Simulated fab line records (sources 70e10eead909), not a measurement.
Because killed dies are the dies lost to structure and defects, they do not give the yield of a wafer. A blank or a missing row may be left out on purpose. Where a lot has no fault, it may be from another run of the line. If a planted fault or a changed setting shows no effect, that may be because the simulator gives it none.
Chamber matching -- flow nand_harc -- NHARC_A_BONDPAD_ETCH_34 on rie_diel-06 has 4 sister chambers
The step etches the open film in N2/H2, target depth 60 nm, overetch 18 nm, time 65.91 s. 18 wafers are shown with their chamber, then 9 later ones without.

WAFERS, EACH WITH ITS CHAMBER
wafer,chamber,drypump_motor_current_A (A),rf_vpp_V (V),throttle_valve_pct (%)
L918.1,3,5.9,428.3,14.169
L918.3,1,5.5,425.8,14.164
L918.5,0,6.3,428.3,14.182
L919.2,1,5.5,428.3,14.172
L919.4,3,5.9,429.3,14.178
L919.5,0,6.3,427.8,14.164
L922.1,2,5.8,428.4,14.164
L922.3,3,5.9,429.1,14.169
L922.6,0,6.3,428.0,14.176
L923.1,3,5.9,429.0,14.164
L923.2,1,5.4,427.1,14.156
L923.4,2,5.8,428.7,14.164
L926.1,2,5.8,429.1,14.174
L926.2,3,5.9,429.3,14.190
L926.5,2,5.8,429.8,14.157
L933.1,3,5.9,427.2,14.173
L933.2,2,5.8,428.1,14.156
L933.4,0,6.3,427.1,14.164

SIGNATURES (averages over the wafers above)
reading,chamber 0,chamber 1,chamber 2,chamber 3,scatter within a chamber
drypump_motor_current_A,6.300,5.467,5.800,5.900,0.0218
rf_vpp_V,427.800,427.067,428.820,428.700,0.803
throttle_valve_pct,14.17150,14.16400,14.16300,14.17383,0.00846
Rule: for a wafer and a chamber, the distance is found by dividing, reading by reading, the gap between the wafer's reading and the chamber's mean by the reading's scatter, squaring, summing and taking the root. If the next closest chamber is less than 2 further off than the closest, the wafer can't be placed; otherwise it belongs to the closest. The scatter: the root of (the sum of the squares of (reading less its chamber's mean) over the shown wafers, divided by (wafers less chambers)).

WAFERS MISSING THEIR CHAMBER
wafer,drypump_motor_current_A (A),rf_vpp_V (V),throttle_valve_pct (%)
L932.1,5.9,427.5,14.158
L932.4,6.3,424.7,14.166
L932.6,5.9,428.9,14.178
L938.2,5.8,429.3,14.187
L938.3,5.4,428.0,14.177
L938.5,5.9,428.0,14.168
L940.2,6.3,426.7,14.177
L940.5,5.5,427.1,14.175
L940.6,6.3,426.9,14.162

THE CHAMBER EACH PASSED THROUGH
wafer,from the rows above,in truth
L932.1,3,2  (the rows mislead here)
L932.4,0,0
L932.6,3,3
L938.2,can't be placed: 2 or 3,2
L938.3,1,1
L938.5,3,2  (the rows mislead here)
L940.2,0,0
L940.5,1,1
L940.6,0,0
Correct placement for 6 of the 9. Not placeable from these rows: 1 (in 1, the candidates include the true chamber). Wrongly placed: 2.
